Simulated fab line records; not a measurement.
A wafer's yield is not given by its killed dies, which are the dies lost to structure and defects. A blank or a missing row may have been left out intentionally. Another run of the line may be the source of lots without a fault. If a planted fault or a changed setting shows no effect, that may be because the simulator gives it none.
A struck lot beside a sound one ; flow nand_harc ; 15 steps out of a route of 1302
Sound: wafers L746.1, L746.3, L746.6. Wafers struck: L741.2, L741.3, L741.6. The cause is given at the end.
Order at every step that has rows: each side's tool, ch and its chambers, its first start. Under that, the readings that differ: sound wafers ; struck wafers ; difference of the means ; sigmas: that difference in standard deviations of wafers without a fault.
alike: words and numbers the same on both sides, and readings whose means are apart by under 2 such deviations; not compared: readings that were withheld, readings missing a value for some wafer, numbers with overlapping values and no deviation given by the record, and bounds like >300 which may hide the same value.
A row with sigmas, a row that says differs or no value, or rows on one side alone: a step with any of these is where the two part. When numbers do not overlap yet have no deviation, they are printed without sigmas and do not part them. Lack of a reading on every wafer of one side parts them only where that side has two or more wafers.

first, 10 steps without rows for these wafers: NHARC_P_GATE_SRD_01; NHARC_P_GATE_OXIDE_02 (material SiO2, target thk 37.5 nm, ox time 365 s); NHARC_P_GATE_DEHYDRATE_03 (time 120 s); NHARC_P_GATE_HMDS_04 (time 30 s); NHARC_P_GATE_COAT_05; NHARC_P_GATE_SOFTBAKE_06 (time 95 s); NHARC_P_GATE_EBR_07; NHARC_P_GATE_EXPOSE_08 (exposes mask P HV); NHARC_P_GATE_PEB_09 (peb time 85 s); NHARC_P_GATE_DEVELOP_10 (time 70 s).
NHARC_P_GATE_CD_MEAS_11 targets a cd of 1640 nm.
  sound on cd_sem-03 ch 0, day 10 10:40; struck on cd_sem-03 ch 0, day 8 06:29
  alike: cd_nm
then, 1 step without rows for these wafers: NHARC_P_GATE_HARDBAKE_12 (time 80 s).
NHARC_P_GATE_DESCUM_13: chemistry O2, time 3 s.
  sound on rie_diel-10 ch 0,1,3, day 10 10:52; struck on rie_diel-04 ch 2,3, day 8 06:38
reading;sound;struck;difference;sigmas
run_length_s (s);24.0 24.0 23.8;25.8 25.7 25.9;+1.9;+5
  alike: drypump_motor_current_A, oes_product_au, rf_vpp_V, showerhead_plenum_p_Torr, throttle_valve_pct
  not compared: rf_hours_counter_h
then, 1 step without rows for these wafers: NHARC_P_GATE_ETCH_14 (etches SiO2 in dHF, target depth 48.8 nm).
NHARC_END_SORT_01:
  the record has rows for the sound wafers here (prober-02 ch 0, day 30 02:37) and none for the struck ones

WHERE THEY PART
First at NHARC_P_GATE_DESCUM_13; last, within this record, at NHARC_END_SORT_01.

WHY: what had been put in by the simulator
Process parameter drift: rie_diel-04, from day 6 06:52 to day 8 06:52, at NHARC_P_GATE_DESCUM_13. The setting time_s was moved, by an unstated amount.
